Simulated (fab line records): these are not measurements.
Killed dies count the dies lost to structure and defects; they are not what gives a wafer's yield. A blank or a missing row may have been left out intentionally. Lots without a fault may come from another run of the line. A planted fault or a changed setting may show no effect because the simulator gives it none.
Problem report in the 8D (eight disciplines) form, filled by code | flow n5-finfet | the parts of the form that need people (team, actions taken, sign-off) are left out

## 1. PROBLEM STATEMENT
Wafers without a fault read 119.7 nm, standard deviation 0.56; cd-nm at N5_SD_EPI_N_CD_MEAS_09 reads a mean of 114.7 nm on 6 wafers belonging to 2 lots. Measured from the usual mean, that is -8.9 standard deviations.
The step: target cd 120 nm.
Earliest sighting: wafer L606.1 on cd-sem-03 at day 4 00:49. Wafers with a number at this step in the record: 27, from 9 lots. Rule for "out", or "out of limits": more than 4 standard deviations from the usual mean. The rest of the wafers with a number are treated as sound.

## 2. WHAT IT IS; WHAT IT IS NOT
question                    | is                     | is not
which readings at this step | cd-nm                  | -
which lots                  | L606, L610             | L603, L604, L605, L609, L616, L617, L622
which wafers of those lots  | all that have a number | -
read on which gauges        | cd-sem-03              | cd-sem-02
when                        | from day 4 00:49       | up to then (9 sound wafers); but 12 sound wafers of L609, L616, L617, L622 came after

## 3. THE SUSPECTS, EACH WITH WHAT RULES IT OUT
Counting: a tool stays on the suspect list if, at a process step up to the reading, it processed all lots that are out and no sound lot following the first of them.
- the gauge at N5_SD_EPI_N_CD_MEAS_09: ruled out. All the wafers that are out were read on cd-sem-03, but those of them that N5_SD_EPI_N_EXPOSE_06 has rows for are out there too, on other tools.
- rie-si-02 at N5_DUMMY_GATE_ETCH_23 (etches poly-Si in HBr/Cl2/O2, target depth 41 nm, time 22.3 s): ruled out as a lasting fault. The sound lots L622 went through it after L606, its earliest lot that is out (day 3 23:07).
- ald-sin-01 at N5_SPACER0_ALD_08 (deposits SiNx, target thk 2 nm): ruled out as a lasting fault. The sound lots L617 went through it after L606, its earliest lot that is out (day 4 00:23).
- arfi-scanner-03 at N5_SD_EPI_N_EXPOSE_06 (exposes mask SD N BLK, target cd 120 nm): kept. It processed each lot that is out, first L606 at day 4 00:41, and no sound lot thereafter; up to then, the last sound lot it processed was L605 at day 3 21:19. On those wafers its own readings are out: exposure-dose-mJ-cm2.
The count leaves arfi-scanner-03 at N5_SD_EPI_N_EXPOSE_06.

## 4. THE CAUSE (what the simulator had put in)
Process parameters drifting: arfi-scanner-03 at N5_SD_EPI_N_EXPOSE_06, beginning at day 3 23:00. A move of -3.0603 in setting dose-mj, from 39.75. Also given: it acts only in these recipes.
The count eliminated every tool but this one.

## 5. THE CHAIN OF EFFECTS, in route order
One row per reading whose mean, taken over the struck wafers that have a number, lies over 3 standard deviations from the usual. Only readings for which the record gives a usual standard deviation are gone through. hours: the time from each lot's start at the first step in this table that gives one to its start at this step, as a median over the lots. sigmas: the change in usual standard deviations.
hours | step                   | reading              | usual    | on struck wafers | change | sigmas
0     | N5_SD_EPI_N_EXPOSE_06  | exposure-dose-mJ-cm2 | 39.73    | 36.98            | -2.75  | -66
0     | N5_SD_EPI_N_CD_MEAS_09 | cd-nm                | 119.7 nm | 114.7            | -5.0   | -8.9
Its process steps:
- N5_SD_EPI_N_EXPOSE_06: exposes mask SD N BLK, target cd 120 nm.
At these later measuring or inspecting steps, every struck wafer for which the step has a row has a number for every such reading, and none has moved that far: N5_BEOL_M4_RC_MEAS_101.

## 6. HOW IT WOULD HAVE BEEN CAUGHT EARLIER
Counted from the fault's start at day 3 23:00, it took 2 hours until the first out-of-limits reading at a measuring or inspecting step in this record, taken at day 4 00:49.
Tool's own readings at N5_SD_EPI_N_EXPOSE_06, exposure-dose-mJ-cm2: out on all struck wafers the step has rows for; an alarm limit on them would have tripped on the first.
Of the lots that are out (2), L610 began N5_SD_EPI_N_EXPOSE_06 on arfi-scanner-03 after day 4 00:49. Holding the tool at that time would have saved it.
